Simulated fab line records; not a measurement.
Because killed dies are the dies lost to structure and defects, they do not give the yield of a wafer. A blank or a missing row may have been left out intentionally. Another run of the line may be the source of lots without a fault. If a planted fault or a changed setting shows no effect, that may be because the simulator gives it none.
Matching of chambers    flow nandHarc    NHARC_A_STAIRCASE_ETCHBACK_157 on rieDiel-06 has 4 sister chambers
The step etches the open film in CH3F/O2, target depth 90 nm, time 167.14 s. 8 wafers are shown with their chamber, then 10 later ones without.

## WAFERS PAIRED WITH THEIR CHAMBERS
wafer   chamber  showerheadPlenumPTorr (Torr)  drypumpMotorCurrentA (A)
L078.6  0        2.40                          6.3
L077.3  0        2.40                          6.3
L080.2  3        2.57                          5.4
L085.1  1        2.58                          5.5
L085.3  2        2.41                          5.3
L085.4  3        2.56                          5.4
L086.2  2        2.41                          5.3
L086.4  1        2.58                          5.4

## WAFERS WHOSE CHAMBER IS MISSING
wafer   showerheadPlenumPTorr (Torr)  drypumpMotorCurrentA (A)
L086.5  2.39                          6.3
L092.1  2.41                          5.3
L092.2  2.56                          5.4
L092.4  2.41                          5.3
L095.2  2.58                          5.5
L095.4  2.40                          5.3
L095.5  2.55                          5.4
L096.1  2.38                          6.3
L096.4  2.55                          5.4
L096.5  2.38                          6.3

## EACH ONE'S CHAMBER
wafer   from the rows above  in truth
L086.5  0                    0
L092.1  2                    2
L092.2  3                    3
L092.4  2                    2
L095.2  1                    1
L095.4  2                    2
L095.5  3                    3
L096.1  0                    0
L096.4  3                    3
L096.5  0                    0
Correctly placed: 10 of 10. Can't be placed from these rows: 0. Number placed wrongly: 0.
How it was worked out, from the rows above alone: a wafer's distance from a chamber is the root of the sum, over the readings, of the square of ((its reading less the chamber's mean) divided by the reading's scatter). The wafer belongs to the nearest chamber; if the next one is less than 2 further off, it can't be placed. For every chamber, the mean is computed from those of its wafers that are shown. The scatter: take each reading less its chamber's mean, square it, sum over the shown wafers, divide by the number of wafers less the number of chambers, and take the root.
